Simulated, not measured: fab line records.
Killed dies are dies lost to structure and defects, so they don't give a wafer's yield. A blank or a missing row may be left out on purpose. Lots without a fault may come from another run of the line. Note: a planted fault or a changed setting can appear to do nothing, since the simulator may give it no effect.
Lot-split experiment	flow n5_finfet	on a route of 1938 steps: 4 lots, 21 wafers read

## ON THE SPLIT
At N5_PASSIVATION_PECVD_53 (deposits SiO2 from TEOS/O2, target thk 800 nm, time 169.4 s), the setting time_s was moved away from the recipe's 169.4 s on 6 of the 21 wafers read, by -7.3% to +10.6%. All remaining wafers had this setting at the recipe value.

Reading taken at the split's own step.

## THE READING
SiO2_of_PASSIVATION_PECVD_53.thk_nm (the simulator's own value, which no gauge read), in nm, at N5_PASSIVATION_PECVD_53 (deposits SiO2 from TEOS/O2, target thk 800 nm, time 169.4 s). There is no usual value for it anywhere in the file. Across the 15 wafers here that went through the recipe, the average is 801.1 nm and the standard deviation 12 nm.

wafer	tool, chamber at the split	time_s as run, s	against the recipe	SiO2_of_PASSIVATION_PECVD_53.thk_nm, nm	against lot-mates on the recipe
L081.4	pecvd-01, 1	169.4	recipe	804.8	-
L081.5	pecvd-01, 0	169.4	recipe	813.2	-
L081.6	pecvd-01, 2	169.4	recipe	813.4	-
L079.1	pecvd-04, 0	169.4	recipe	778.6	-
L079.2	pecvd-04, 1	169.4	recipe	788.6	-
L079.3	pecvd-04, 2	157.1	-7.3%	736.6	-46.1
L079.4	pecvd-04, 2	157.1	-7.3%	758.4	-24.3
L079.5	pecvd-04, 0	169.4	recipe	781	-
L079.6	pecvd-04, 1	157.1	-7.3%	738.2	-44.5
L087.1	pecvd-01, 0	169.4	recipe	800.2	-
L087.2	pecvd-01, 2	169.4	recipe	795	-
L087.3	pecvd-01, 1	169.4	recipe	789.8	-
L087.4	pecvd-01, 2	169.4	recipe	808.6	-
L087.5	pecvd-01, 0	169.4	recipe	822.6	-
L087.6	pecvd-01, 1	169.4	recipe	808.4	-
L089.1	pecvd-02, 1	187.3	+10.6%	881.4	+77.4
L089.2	pecvd-02, 0	187.3	+10.6%	880.2	+76.2
L089.3	pecvd-02, 2	169.4	recipe	797.4	-
L089.4	pecvd-02, 0	169.4	recipe	810.6	-
L089.5	pecvd-02, 1	187.3	+10.6%	895.8	+91.8
L089.6	pecvd-02, 2	169.4	recipe	804	-

THE FIT
A straight line over all 21 wafers: SiO2_of_PASSIVATION_PECVD_53.thk_nm changes by +7.94 nm for each +1% of time_s; r = +0.96; the points scatter about the line by 12 nm.
The same after taking each lot's own level away (the mean of its wafers on the recipe; 21 wafers): +6.89 nm for each +1%; r = +0.96; scatter 9.7 nm.
The reading moves by 73 nm for the largest change in time_s, on that fit.
The lots' own levels span 782.73 to 810.47 nm, that is 2.3 times the standard deviation above.
Hence the slope depends on the lot-to-lot level, as the two fits are not the same.
Check: for one of the wafers moved furthest among these (+10.6%), held out of the fit, the line's prediction against its lot-mates is +75.2 nm. Against them it came out at +77.4 nm.

## THE OTHER SPLITS THESE WAFERS WENT THROUGH
Before the reading, these wafers also passed through other splits. Each is held against what the fit with the lots' levels taken away leaves over:
other split on the same wafers	wafers away from the commonest value	r with SiO2_of_PASSIVATION_PECVD_53.thk_nm (lot level and that fit taken away)
N5_BEOL_M9_COAT_60 spin_rpm	6	+0.28
N5_BEOL_M10_DEP_56 time_s	6	+0.13
N5_BEOL_M11_COAT_05 spin_rpm	6	+0.28
N5_BEOL_M12_COAT_04 spin_rpm	6	-0.09
N5_BEOL_M12_PEB_08 peb_time_s	9	+0.36
N5_BEOL_M13_SPUTTER_43 time_s	9	+0.02
N5_BEOL_M13_SPUTTER_44 power_w	9	+0.00
N5_BEOL_M14_SPUTTER_44 power_w	9	+0.34
N5_MIM_BOT_ETCH_ETCH_04 time_s	9	+0.17

## FILE'S OWN FIT
SiO2_of_PASSIVATION_PECVD_53.thk_nm changes by +6.95 nm for each +1% of time_s, r = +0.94.
